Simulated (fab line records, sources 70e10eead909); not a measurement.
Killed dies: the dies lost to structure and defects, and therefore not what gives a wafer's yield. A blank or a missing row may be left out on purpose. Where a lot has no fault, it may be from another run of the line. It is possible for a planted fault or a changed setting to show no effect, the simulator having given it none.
Which tool was responsible? :: flow nand_harc :: 13 lots (38 wafers sampled), 1 step of a 1302-step route

## WHAT EACH GAUGE READ, for each wafer
NHARC_A_SGD_CUT_INSPECT_25. Usual: raw_defect_count at 402, with a standard deviation of 83.
lot: L513
measured: day 19 16:27
on: defect_inspect-01
raw_defect_count: 443 450 412
flag: 

lot: L515
measured: day 20 06:52
on: defect_inspect-01
raw_defect_count: 387 389 292
flag: 

lot: L517
measured: day 20 16:27
on: defect_inspect-01
raw_defect_count: 357 455 542
flag: 

lot: L518
measured: day 21 10:04
on: defect_inspect-01
raw_defect_count: 264 314 349
flag: 

lot: L519
measured: day 21 10:04
on: defect_inspect-02
raw_defect_count: 300 359 437
flag: 

lot: L521
measured: day 23 06:22
on: defect_inspect-02
raw_defect_count: 434 416 570
flag: 

lot: L523
measured: day 23 17:31
on: defect_inspect-02
raw_defect_count: 334 332 370
flag: 

lot: L525
measured: day 24 02:03
on: defect_inspect-02
raw_defect_count: 228 292 342
flag: 

lot: L527
measured: day 25 07:16
on: defect_inspect-02
raw_defect_count: 374 388 412
flag: 

lot: L529
measured: day 26 18:06
on: defect_inspect-02
raw_defect_count: 547 450 394
flag: 

lot: L528
measured: day 26 18:16
on: defect_inspect-02
raw_defect_count: 429 436 362
flag: 

lot: L530
measured: day 27 05:34
on: defect_inspect-01
raw_defect_count: 398 522
flag: 

lot: L531
measured: day 27 13:05
on: defect_inspect-01
raw_defect_count: 385 270 322
flag: 

## TOOL THAT RAN EACH LOT (tool first, then ch and the chambers of the sampled wafers, then the start)
Record: no process step prior to these readings.

## AS READ BY THE TOOLS THEMSELVES (means over the sampled wafers that have a number; for cases with no such wafer, the mark the record gives instead)
The record holds no such reading with a usual standard deviation.

## THE ANSWER, worked out from the rows above alone
Rule: a lot is off if the mean of its wafers that have a number lies more than 3 standard deviations from the usual mean. Also off: a lot with no number at a reading for which 4 or more lots have one. Where the step has rows for the other lots, those lots are counted as sound. The gauges are gone through in route order, then the tools' own readings, and for those a lot's mean is taken as printed above. At the first step where some lot is off, the reading lying furthest off is the one used; lots without a number count as furthest.
None of the lots is off at any reading shown; this tells nothing.

## WHAT WAS PUT IN BY THE SIMULATOR
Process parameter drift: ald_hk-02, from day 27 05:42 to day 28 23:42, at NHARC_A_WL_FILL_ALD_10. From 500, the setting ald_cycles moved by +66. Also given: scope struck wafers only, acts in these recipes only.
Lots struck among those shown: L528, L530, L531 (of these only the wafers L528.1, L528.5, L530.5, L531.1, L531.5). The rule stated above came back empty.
